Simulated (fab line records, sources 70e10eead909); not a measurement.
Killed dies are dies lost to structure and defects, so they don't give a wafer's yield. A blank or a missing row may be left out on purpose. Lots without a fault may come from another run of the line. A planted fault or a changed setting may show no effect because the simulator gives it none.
fab line records | flow nand_harc
record lots=11 wafers=33 last_day=33
route steps=1302 shown P_GATE@150
lots that met no fault: from a run of the same line without faults
start_h: hours from the record's first day to the start of the lot's first wafer shown | wait_h: hours since the lot's step before | " the same as in the row above | L1.1+2: a row that stands for several wafers | - no value, or no start given | * or withheld: withheld | < > ~ a bound
route shown NAME@n: a module of which the file shows steps, and the number in the route of the first | usual: mean/standard deviation of fault-free wafers | same: alike in all rows | chamber/n: place in a boat | sites: the reading at each site | _std_site: their standard deviation | _edge_site: outer sites' mean less inner sites' | radius_mm: how far each site lies from the wafer's centre | mask NAME#n: copy n | behind: the tool/chamber that last shaped the wafer | hold: why the lot was held/for how many hours/how that ended | device: the transistor (n, p or np) that didn't switch | end of line: the same wafers' tests at the end of the route | a step without rows: its recipe alone | killed: dies lost to structure and defects at the first sort, not the wafer's yield | map: a wafer's dies, x killed, . not, _ none there
set.NAME: the setting as run; set.NAME@STEP: as run at that earlier step | model.NAME: the simulator's own value behind a step, which no gauge read
steps of the route over a sample of lots; a table a step, a row a wafer
services: from which hour (start_h, from the record's first day; less than 0 if before it) a tool's chamber was out of use, for how many hours, and why
## steps
# step NHARC_P_GATE_STRIP_108
# recipe o2_flow_sccm=500 ar_flow_sccm=0 bias_w=0 chemistry=O2
# usual drypump_motor_current_A=5.7/0.4 oes_product_au=1.001/0.0086 rf_vpp_V=57.7/0.89 showerhead_plenum_p_Torr=3.51/0.17 throttle_valve_pct=17.037/0.0099
# columns lot.wafer tool chamber start_h wait_h drypump_motor_current_A oes_product_au rf_hours_counter_h rf_vpp_V showerhead_plenum_p_Torr throttle_valve_pct
L219.1 rie_diel-03 1 98.83 - 6.5 1.008 11 57.8 3.41 17.041
L219.3 " 2 " " 5.6 1.003 10 59.7 3.34 17.035
L219.6 " 1 " " 6.5 1.008 - 56.9 3.41 17.052
L223.3 rie_diel-05 3 134.11 - 6.0 0.993 4 57.3 3.30 17.041
L223.2 " 1 " " 5.5 1.002 2 58.4 3.57 17.008
L223.6 " 3 " " 6.0 0.990 - 57.0 3.30 17.041
L224.1 rie_diel-06 3 149.98 - 6.0 1.009 0 58.1 3.61 17.044
L224.2 " 1 " " 5.8 1.002 0 56.7 3.77 17.029
L224.6 " 2 " " 5.1 1.007 - 56.1 3.33 17.031
L225.4 rie_diel-06 2 162.24 - 5.1 0.994 1 56.1 3.33 17.035
L225.1 " 0 " " 5.6 1.003 1 58.2 3.33 17.039
L225.5 " 3 " " 6.0 0.984 - 58.3 3.61 17.029
L227.2 rie_diel-03 3 180.00 - 5.3 1.006 4 56.9 3.44 17.034
L227.6 " 1 " " 6.4 1.005 - 55.9 3.41 17.026
L227.5 " 2 " " 5.6 1.009 - 57.3 3.34 17.040
L228.2 rie_diel-06 2 188.86 - 5.2 0.993 3 57.4 3.33 17.068
L228.4 " 2 " " 5.1 0.989 - 57.4 3.33 17.049
L228.6 " 3 " " 6.0 0.986 - 57.8 3.61 17.021
L238.3 rie_diel-06 1 285.40 - 5.8 1.010 9 58.8 3.77 17.028
L238.1 " 3 " " 6.0 0.980 7 57.9 3.61 17.030
L238.2 " 0 " " 5.6 1.008 8 55.6 3.32 17.023
L239.2 rie_diel-03 1 308.39 - 6.5 1.000 1 57.3 3.40 17.049
L239.3 " 2 " " 5.6 1.024 1 56.8 3.34 17.033
L239.5 " 1 " " 6.5 1.002 - 56.9 3.40 17.038
L240.3 rie_diel-06 3 316.93 - 6.0 0.999 0 58.9 3.61 17.012
L240.6 " 0 " " 5.6 0.999 - 57.9 3.32 17.033
L240.5 " 1 " " 5.8 0.997 - 58.7 3.77 17.043
L241.2 rie_diel-05 3 321.84 - 6.0 0.990 3 55.9 3.30 17.029
L241.3 " 1 " " 5.4 1.012 4 58.2 3.56 17.021
L241.6 " 3 " " 6.0 0.999 - 57.8 3.30 17.042
L242.3 rie_diel-05 3 328.01 - 6.0 0.997 4 57.4 3.30 17.036
L242.5 " 0 " " 5.2 0.995 - 56.7 3.73 17.028
L242.6 " 1 " " 5.4 1.019 - 57.0 3.56 17.046
# step NHARC_P_GATE_DESCUM_48
# recipe time_s=3 o2_flow_sccm=200 ar_flow_sccm=0 bias_power_w=0 chemistry=O2
# usual drypump_motor_current_A=5.7/0.41 oes_product_au=1.001/0.0078 rf_vpp_V=57.5/0.94 showerhead_plenum_p_Torr=1.89/0.099 throttle_valve_pct=11.311/0.0078
# columns lot.wafer tool chamber start_h wait_h drypump_motor_current_A oes_product_au rf_hours_counter_h rf_vpp_V showerhead_plenum_p_Torr throttle_valve_pct
L219.3 rie_diel-06 3 110.43 - 6.0 0.997 8.7 59.2 1.96 11.294
L219.1 " 1 " " 5.7 1.000 9.8 57.8 2.06 11.311
L219.6 " 0 " " 5.5 1.009 - 55.6 1.80 11.306
L223.2 rie_diel-03 1 147.67 - 6.4 1.008 1.7 58.4 1.84 11.302
L223.3 " 3 " " 5.3 0.998 2.1 57.4 1.86 11.310
L223.6 " 0 " " 6.3 1.004 - 57.2 1.80 11.316
L224.2 rie_diel-03 0 163.49 - 6.3 1.006 2.4 57.3 1.80 11.311
L224.1 " 1 " " 6.4 0.994 2.0 57.3 1.84 11.312
L224.6 " 2 " " 5.6 0.991 - 58.4 1.81 11.309
L225.1 rie_diel-03 0 173.31 - 6.3 0.997 4.2 57.9 1.80 11.305
L225.4 " 3 " " 5.3 0.990 3.9 55.7 1.86 11.303
L225.5 " 0 " " 6.3 0.993 - 57.5 1.80 11.303
L227.2 rie_diel-05 2 191.25 - 5.8 1.003 4.6 57.1 2.03 11.305
L227.5 " 1 " " 5.4 1.007 - 57.8 1.93 11.311
L227.6 " 2 " " 5.8 1.000 - 57.9 2.03 11.308
L228.2 rie_diel-05 1 202.48 - 5.4 1.008 5.3 57.6 1.93 11.310
L228.4 " 3 " " 6.0 1.002 7.1 57.9 1.78 11.306
L228.6 " 1 " " 5.4 1.009 - 58.0 1.93 11.308
L238.2 rie_diel-06 0 296.75 - 5.6 1.009 8.5 56.8 1.79 11.302
L238.1 " 1 " " 5.8 0.996 10.3 57.9 2.05 11.310
L238.3 " 2 " " 5.1 1.008 9.7 58.8 1.79 11.317
L239.3 rie_diel-05 1 319.80 - 5.4 1.013 3.8 57.2 1.93 11.317
L239.2 " 0 " " 5.2 1.005 3.6 58.3 2.03 11.315
L239.5 " 2 " " 5.8 1.002 - 58.5 2.03 11.330
L240.3 rie_diel-06 1 328.15 - 5.8 0.997 2.3 58.0 2.05 11.305
L240.6 " 3 " " 6.0 0.993 - 58.7 1.96 11.314
L240.5 " 0 " " 5.6 0.997 - 57.1 1.79 11.314
L241.3 rie_diel-03 1 333.21 - 6.4 1.001 2.2 56.8 1.84 11.310
L241.2 " 0 " " 6.3 0.999 0.8 57.7 1.80 11.302
L241.6 " 1 " " 6.4 1.004 - 58.0 1.84 11.316
L242.3 rie_diel-06 1 339.35 - 5.8 0.995 3.4 57.2 2.05 11.320
L242.6 " 2 " " 5.1 0.995 - 54.1 1.79 11.310
L242.5 " 3 " " 6.0 0.992 - 56.8 1.96 11.322
# step NHARC_P_GATE_STRIP_75
# recipe power_w=1500 temp_c=250 chemistry=O2
# usual drypump_motor_current_A=6.07/0.21 heater_power_w=297/23
# columns lot.wafer tool chamber start_h wait_h drypump_motor_current_A heater_power_w rf_hours_counter_h
L219.1 plasma_asher-02 1 111.12 0.2 5.76 288 8
L219.3 " 1 " " 5.75 293 -
L219.6 " 0 " " 6.35 291 -
L223.2 plasma_asher-02 1 148.34 0.2 5.75 282 16
L223.3 " 1 " " 5.75 288 -
L223.6 " 0 " " 6.32 290 -
L224.2 plasma_asher-01 0 164.14 0.3 6.07 335 30
L224.1 " 1 " " 6.17 279 30
L224.6 " 0 " " 6.05 335 -
L225.1 plasma_asher-02 1 173.97 0.2 5.77 290 23
L225.4 " 0 " " 6.35 296 -
L225.5 " 1 " " 5.76 283 -
L227.2 plasma_asher-01 0 191.91 0.3 6.02 336 5
L227.5 " 0 " " 6.01 336 -
L227.6 " 1 " " 6.13 285 -
L228.2 plasma_asher-01 0 203.13 0.2 6.05 330 7
L228.4 " 0 " " 6.04 340 -
L228.6 " 0 " " 6.05 339 -
L238.2 plasma_asher-02 0 297.42 0.3 6.33 288 10
L238.1 " 1 " " 5.77 283 10
L238.3 " 0 " " 6.34 288 -
L239.2 plasma_asher-02 0 320.48 0.2 6.32 280 13
L239.3 " 1 " " 5.74 291 -
L239.5 " 0 " " 6.32 290 -
L240.3 plasma_asher-02 0 328.83 0.1 6.31 292 -
L240.6 " 1 " " 5.76 279 -
L240.5 " 0 " " 6.32 286 -
L241.2 plasma_asher-02 0 333.91 0.2 6.32 295 15
L241.3 " 0 " " 6.32 284 -
L241.6 " 0 " " 6.30 285 -
L242.3 plasma_asher-02 1 340.01 0.2 5.76 276 -
L242.6 " 1 " " 5.76 284 -
L242.5 " 0 " " 6.36 289 -
# step NHARC_P_GATE_EXPOSE_56
# recipe na=0.6 target_cd_nm=720 dose_mj=14.81 mask_id=P_PSD
# usual reticle_temp_C=23.00/0.11
# columns lot.wafer tool chamber start_h wait_h mask reticle_temp_C
L219.1 krf_scanner-01 0 111.75 - P_PSD#0 22.90
L219.3 " 0 " " P_PSD#0 23.07
L219.6 " 0 " " P_PSD#0 22.94
L223.2 krf_scanner-04 0 149.10 - P_PSD#0 23.05
L223.3 " 0 " " P_PSD#0 22.96
L223.6 " 0 " " P_PSD#0 22.92
L224.1 krf_scanner-04 0 164.80 - P_PSD#0 22.81
L224.2 " 0 " " P_PSD#0 22.99
L224.6 " 0 " " P_PSD#0 22.80
L225.1 krf_scanner-02 0 174.74 - P_PSD#0 23.21
L225.4 " 0 " " P_PSD#0 23.04
L225.5 " 0 " " P_PSD#0 23.05
L227.2 krf_scanner-01 0 192.70 - P_PSD_R1#0 22.93
L227.5 " 0 " " P_PSD_R1#0 22.86
L227.6 " 0 " " P_PSD_R1#0 22.98
L228.2 krf_scanner-01 0 203.78 - P_PSD#0 22.92
L228.4 " 0 " " P_PSD#0 22.99
L228.6 " 0 " " P_PSD#0 22.97
L238.1 krf_scanner-01 0 298.19 - P_PSD#0 23.06
L238.2 " 0 " " P_PSD#0 22.92
L238.3 " 0 " " P_PSD#0 23.03
L239.2 krf_scanner-01 0 321.12 - P_PSD#0 22.89
L239.3 " 0 " " P_PSD#0 23.10
L239.5 " 0 " " P_PSD#0 23.22
L240.3 krf_scanner-02 0 329.57 - P_PSD#0 22.86
L240.5 " 0 " " P_PSD#0 23.06
L240.6 " 0 " " P_PSD#0 22.96
L241.2 krf_scanner-04 0 334.68 - P_PSD#0 23.05
L241.3 " 0 " " P_PSD#0 23.01
L241.6 " 0 " " P_PSD#0 22.97
L242.3 krf_scanner-01 0 340.77 - P_PSD#0 23.17
L242.5 " 0 " " P_PSD#0 23.04
L242.6 " 0 " " P_PSD#0 23.15
# step NHARC_P_GATE_CD_MEAS_59
# recipe target_cd_nm=720 landing_energy_ev=500
# usual cd_nm=720.0/1.3
# same landing_energy_ev=500
# columns lot.wafer tool chamber start_h wait_h cd_nm
L219.1 cd_sem-01 0 111.91 - 719.7
L219.3 " 0 " " 718.1
L219.6 " 0 " " 720.2
L223.2 cd_sem-02 0 149.25 - 720.1
L223.3 " 0 " " 718.1
L223.6 " 0 " " 719.0
L224.1 cd_sem-02 0 164.96 - 719.5
L224.2 " 0 " " 716.3
L224.6 " 0 " " 720.3
L225.1 cd_sem-02 0 174.90 - 720.1
L225.4 " 0 " " 719.5
L225.5 " 0 " " 720.4
L227.2 cd_sem-02 0 192.85 - 706.5
L227.5 " 0 " " 706.7
L227.6 " 0 " " 705.7
L228.2 cd_sem-03 0 203.93 - 719.5
L228.4 " 0 " " 720.7
L228.6 " 0 " " 720.6
L238.1 cd_sem-03 0 298.35 - 722.1
L238.2 " 0 " " 721.4
L238.3 " 0 " " 723.8
L239.2 cd_sem-03 0 321.27 - 720.1
L239.3 " 0 " " 721.5
L239.5 " 0 " " 721.9
L240.3 cd_sem-01 0 329.72 - 719.7
L240.5 " 0 " " 718.8
L240.6 " 0 " " 719.5
L241.2 cd_sem-02 0 334.83 - 720.5
L241.3 " 0 " " 720.1
L241.6 " 0 " " 719.8
L242.3 cd_sem-02 0 340.92 - 720.7
L242.5 " 0 " " 719.2
L242.6 " 0 " " 720.6
## services
# columns tool chamber start_h hours kind
krf_scanner-04 - 78.00 20.9 repair
plasma_asher-01 - 87.45 3.8 repair
plasma_asher-01 - 93.39 1.1 repair
rie_diel-03 - 104.30 9.0 pm
rie_diel-06 - 106.03 1.4 repair
rie_diel-06 0 111.05 8.2 repair
rie_diel-06 - 130.26 9.0 pm
krf_scanner-01 - 140.04 4.0 pm
rie_diel-03 1 140.79 2.9 repair
rie_diel-05 3 151.35 6.1 repair
rie_diel-05 - 162.54 1.3 repair
rie_diel-05 - 164.60 11.1 repair
plasma_asher-01 - 165.17 9.0 pm
krf_scanner-04 - 182.00 4.0 pm
rie_diel-06 0 183.10 6.7 repair
krf_scanner-01 - 228.85 0.2 repair
rie_diel-05 - 229.60 9.0 pm
plasma_asher-02 - 249.00 9.0 pm
rie_diel-06 2 250.17 1.4 repair
rie_diel-03 - 281.30 9.0 pm
rie_diel-06 - 307.26 9.0 pm
plasma_asher-02 - 310.06 0.4 repair
krf_scanner-01 - 312.04 4.0 pm
krf_scanner-01 - 318.35 0.5 repair
## key
first_sign step=NHARC_P_GATE_EXPOSE_56 reading=mask direction=changed
effect step=NHARC_P_GATE_CD_MEAS_59 reading=cd_nm direction=down sigmas=11 usual=720.0 struck=706.3
met_at NHARC_P_GATE_EXPOSE_56
struck_lots L227
tester_left_out L227
not_acting_at NHARC_P_GATE_STRIP_108,NHARC_P_GATE_DESCUM_48,NHARC_P_GATE_STRIP_75
onset_between 111.75 192.70
fault kind=wrong_mask tool=any chamber=- onset_h=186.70 steps=NHARC_P_GATE_EXPOSE_56 aux_copy=P_PSD_R1#0 cd_offset_nm=-14.145 scope=struck_lots_only
# tester_left_out: of these lots the tester's yield and bins aren't shown, on N5 and GAA mostly nor the transistor test; their killed dies are dies lost to structure and defects alone, not to doping, threshold or leakage, so they don't give the yield
